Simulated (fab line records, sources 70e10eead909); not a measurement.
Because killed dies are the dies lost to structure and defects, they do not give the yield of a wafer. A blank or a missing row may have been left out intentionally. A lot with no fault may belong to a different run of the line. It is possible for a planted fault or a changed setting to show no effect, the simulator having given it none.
Check of tool commonality :: flow nand harc :: Lots sampled 14, wafers sampled 42

## THE REASON FOR OPENING IT
Flagged at NHARC_A_ONON_D1_THK_MEAS_18: reading thk nm, on 2 of 14 lots. Wafers without a fault read 1003 nm, standard deviation 12.
Rule: flag the lot when none of its wafers has a number, or when each of its wafers that has one lies beyond 4 standard deviations from that mean. The other lots count as sound.

lot: L224
measured: day 8 02:51
on: film metro-01
thk nm (nm), wafer by wafer: 1018 1017 1016
flag: 

lot: L225
measured: day 8 18:01
on: film metro-01
thk nm (nm), wafer by wafer: 995 993 993
flag: 

lot: L227
measured: day 9 10:52
on: film metro-01
thk nm (nm), wafer by wafer: 1013 1012 1012
flag: 

lot: L228
measured: day 9 21:50
on: film metro-01
thk nm (nm), wafer by wafer: 1001 1002 1002
flag: 

lot: L232
measured: day 11 19:50
on: film metro-01
thk nm (nm), wafer by wafer: 1019 1020 1021
flag: 

lot: L233
measured: day 12 03:20
on: film metro-02
thk nm (nm), wafer by wafer: 641 640 638
flag: FLAGGED

lot: L234
measured: day 12 18:00
on: film metro-02
thk nm (nm), wafer by wafer: 629 631 630
flag: FLAGGED

lot: L236
measured: day 13 08:22
on: film metro-01
thk nm (nm), wafer by wafer: 989 988 990
flag: 

lot: L241
measured: day 15 09:35
on: film metro-02
thk nm (nm), wafer by wafer: 1004 1004 1003
flag: 

lot: L242
measured: day 15 13:55
on: film metro-02
thk nm (nm), wafer by wafer: 998 998 999
flag: 

lot: L243
measured: day 16 05:32
on: film metro-02
thk nm (nm), wafer by wafer: 1006 1007 1004
flag: 

lot: L245
measured: day 16 19:21
on: film metro-01
thk nm (nm), wafer by wafer: 1017 1017 1018
flag: 

lot: L244
measured: day 16 23:13
on: film metro-01
thk nm (nm), wafer by wafer: 1002 1005 1003
flag: 

lot: L246
measured: day 17 10:28
on: film metro-02
thk nm (nm), wafer by wafer: 996 996 996
flag: 
The numbers of the flagged lots are 635 nm on average: -368 nm against the usual, or -31 standard deviations.

## LOT BY LOT: THE TOOL USED
The record holds 2 process steps before the reading, out of a route of 1302 steps. Cell contents, in order: the tool; ch with the chambers the sampled wafers went through; the start.
lot: L224
flag: 
NHARC_P_BONDPAD_ANNEAL_28: rtp anneal-02 ch 0, day 6 13:44
NHARC_A_ONON_D1_DEP_16: pecvd onon-03 ch 0, day 8 02:24

lot: L225
flag: 
NHARC_P_BONDPAD_ANNEAL_28: rtp anneal-02 ch 0, day 7 02:49
NHARC_A_ONON_D1_DEP_16: pecvd onon-03 ch 0, day 8 17:34

lot: L227
flag: 
NHARC_P_BONDPAD_ANNEAL_28: rtp anneal-01 ch 0, day 7 22:26
NHARC_A_ONON_D1_DEP_16: pecvd onon-03 ch 0, day 9 10:24

lot: L228
flag: 
NHARC_P_BONDPAD_ANNEAL_28: rtp anneal-02 ch 0, day 8 11:43
NHARC_A_ONON_D1_DEP_16: pecvd onon-03 ch 0, day 9 21:23

lot: L232
flag: 
NHARC_P_BONDPAD_ANNEAL_28: rtp anneal-02 ch 0, day 10 06:50
NHARC_A_ONON_D1_DEP_16: pecvd onon-04 ch 0, day 11 19:23

lot: L233
flag: FLAGGED
NHARC_P_BONDPAD_ANNEAL_28: rtp anneal-01 ch 0, day 10 16:56
NHARC_A_ONON_D1_DEP_16: pecvd onon-03 ch 0, day 12 02:50

lot: L234
flag: FLAGGED
NHARC_P_BONDPAD_ANNEAL_28: rtp anneal-01 ch 0, day 11 09:07
NHARC_A_ONON_D1_DEP_16: pecvd onon-03 ch 0, day 12 17:40

lot: L236
flag: 
NHARC_P_BONDPAD_ANNEAL_28: rtp anneal-01 ch 0, day 11 17:50
NHARC_A_ONON_D1_DEP_16: pecvd onon-04 ch 0, day 13 07:55

lot: L241
flag: 
NHARC_P_BONDPAD_ANNEAL_28: rtp anneal-02 ch 0, day 13 22:23
NHARC_A_ONON_D1_DEP_16: pecvd onon-02 ch 0, day 15 09:08

lot: L242
flag: 
NHARC_P_BONDPAD_ANNEAL_28: rtp anneal-02 ch 0, day 14 03:12
NHARC_A_ONON_D1_DEP_16: pecvd onon-03 ch 0, day 15 13:24

lot: L243
flag: 
NHARC_P_BONDPAD_ANNEAL_28: rtp anneal-01 ch 0, day 14 13:59
NHARC_A_ONON_D1_DEP_16: pecvd onon-03 ch 0, day 16 05:05

lot: L245
flag: 
NHARC_P_BONDPAD_ANNEAL_28: rtp anneal-01 ch 0, day 15 08:51
NHARC_A_ONON_D1_DEP_16: pecvd onon-03 ch 0, day 16 18:50

lot: L244
flag: 
NHARC_P_BONDPAD_ANNEAL_28: rtp anneal-02 ch 0, day 15 12:11
NHARC_A_ONON_D1_DEP_16: pecvd onon-03 ch 0, day 16 22:42

lot: L246
flag: 
NHARC_P_BONDPAD_ANNEAL_28: rtp anneal-02 ch 0, day 15 23:30
NHARC_A_ONON_D1_DEP_16: pecvd onon-03 ch 0, day 17 09:57
What the steps here do:
- NHARC_P_BONDPAD_ANNEAL_28: time 90 s.
- NHARC_A_ONON_D1_DEP_16: target thk 1000 nm.
- NHARC_A_ONON_D1_THK_MEAS_18: measures by ellipsometry.

## FLAGGED OVER TOTAL, TOOL BY TOOL (the gauges that took the reading come last)
step: NHARC_P_BONDPAD_ANNEAL_28
tool: rtp anneal-01
lots run: 6
flagged: 2
share of the flagged lots: all
sound lots run after its first flagged lot: 3 (L236,L243,L245)

step: NHARC_P_BONDPAD_ANNEAL_28
tool: rtp anneal-02
lots run: 8
flagged: 0
share of the flagged lots: none
sound lots run after its first flagged lot: -

step: NHARC_A_ONON_D1_DEP_16
tool: pecvd onon-02
lots run: 1
flagged: 0
share of the flagged lots: none
sound lots run after its first flagged lot: -

step: NHARC_A_ONON_D1_DEP_16
tool: pecvd onon-03
lots run: 11
flagged: 2
share of the flagged lots: all
sound lots run after its first flagged lot: 5 (L242,L243,L245,L244,L246)

step: NHARC_A_ONON_D1_DEP_16
tool: pecvd onon-04
lots run: 2
flagged: 0
share of the flagged lots: none
sound lots run after its first flagged lot: -

step: NHARC_A_ONON_D1_THK_MEAS_18
tool: film metro-01
lots run: 8
flagged: 0
share of the flagged lots: none
sound lots run after its first flagged lot: -

step: NHARC_A_ONON_D1_THK_MEAS_18
tool: film metro-02
lots run: 6
flagged: 2
share of the flagged lots: all
sound lots run after its first flagged lot: 4 (L241,L242,L243,L246)

## WHAT THE TABLE ALLOWS
Rows of the table that ran every flagged lot, 3 in all: rtp anneal-01 at NHARC_P_BONDPAD_ANNEAL_28, pecvd onon-03 at NHARC_A_ONON_D1_DEP_16, film metro-02 at NHARC_A_ONON_D1_THK_MEAS_18.
- rtp anneal-01 at NHARC_P_BONDPAD_ANNEAL_28 ran 6 lots, 2 of them flagged. Sound lots followed the first flagged one (L236, L243, L245) on it, something a lasting fault affecting the whole tool could not allow.
- pecvd onon-03 at NHARC_A_ONON_D1_DEP_16 ran 11 lots, 2 of them flagged. Sound lots followed the first flagged one (L242, L243, L245, L244, L246) on it, something a lasting fault affecting the whole tool could not allow.
- film metro-02 at NHARC_A_ONON_D1_THK_MEAS_18 ran 6 lots, 2 of them flagged. Sound lots followed the first flagged one (L241, L242, L243, L246) on it, something a lasting fault affecting the whole tool could not allow.
Not one row of the table ran every flagged lot while running no sound lot after the first.

## WHAT THE SIMULATOR HAD INSERTED
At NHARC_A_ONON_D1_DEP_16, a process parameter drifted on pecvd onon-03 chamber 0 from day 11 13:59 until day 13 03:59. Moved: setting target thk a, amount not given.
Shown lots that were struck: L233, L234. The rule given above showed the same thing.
